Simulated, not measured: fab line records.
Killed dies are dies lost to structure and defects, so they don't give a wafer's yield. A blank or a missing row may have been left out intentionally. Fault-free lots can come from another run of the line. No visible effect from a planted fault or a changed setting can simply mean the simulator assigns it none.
Which tool is to blame? ; flow nand_harc ; 7 lots with 21 wafers sampled at 2 steps, on a route of 1302 steps

== WHAT THE GAUGES SHOWED, per wafer ==
NHARC_A_ONON_D2_THK_MEAS_27: measures by ellipsometry.
lot;measured;on;thk_nm (nm)
L200;day 12 23:35;film_metro-02;1007 1008 1007
L204;day 14 08:37;film_metro-02;994 996 996
L207;day 15 15:16;film_metro-01;1017 1018 1016
L210;day 16 13:21;film_metro-01;999 998 997
L215;day 19 11:37;film_metro-01;937 938 939 938 937 938
L220;day 21 16:41;film_metro-02;997 994 995
L223;day 22 09:41;film_metro-01;1019 1018 1018

== WHICH TOOL RAN EACH LOT (tool, then ch and the chambers of the sampled wafers, then the start) ==
lot;NHARC_A_ONON_D2_DEP_25
L200;pecvd_onon-04 ch 0, day 12 23:08
L204;pecvd_onon-03 ch 0, day 14 08:13
L207;pecvd_onon-02 ch 0, day 15 14:45
L210;pecvd_onon-04 ch 0, day 16 12:50
L215;pecvd_onon-04 ch 0, day 19 11:16
L220;pecvd_onon-02 ch 0, day 21 16:10
L223;pecvd_onon-02 ch 0, day 22 09:10
- NHARC_A_ONON_D2_DEP_25: target thk 1000 nm.

== THE ANSWER, worked out from the rows above alone ==
Rule: usual is defined by the lots themselves. Put in order of their means at a reading, lots are off if they are a third of the lots or fewer, leave a main group of 4 or more, and stand apart from it by a gap of 3 or more times the standard deviation of the main group's means; of several such gaps the widest counts. The tables above print the reading to a certain number of digits; a main group whose means all agree to those digits is not used. Also off: a lot with no number at a reading for which 4 or more lots have one. The other lots that the step has rows for count as sound.
Off, at NHARC_A_ONON_D2_THK_MEAS_27 on thk_nm: L215. For the main group the mean is 1005 nm and the standard deviation 9.7.
If a tool, at a process step before that reading, ran all the lots that are off and no sound lot after the first of them, it fits. Gauges at NHARC_A_ONON_D2_THK_MEAS_27: tried the same way as those tools. One fits: pecvd_onon-04 at NHARC_A_ONON_D2_DEP_25. A fault onset in the window from L210 (day 16 12:50, its last sound lot) to L215 (day 19 11:16, its first lot off) fits.

== WHAT THE SIMULATOR PUT IN ==
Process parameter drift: pecvd_onon-04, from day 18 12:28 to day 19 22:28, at NHARC_A_ONON_D2_DEP_25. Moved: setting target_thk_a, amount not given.
Struck lots among those shown: L215. This agrees with what the rule above found.
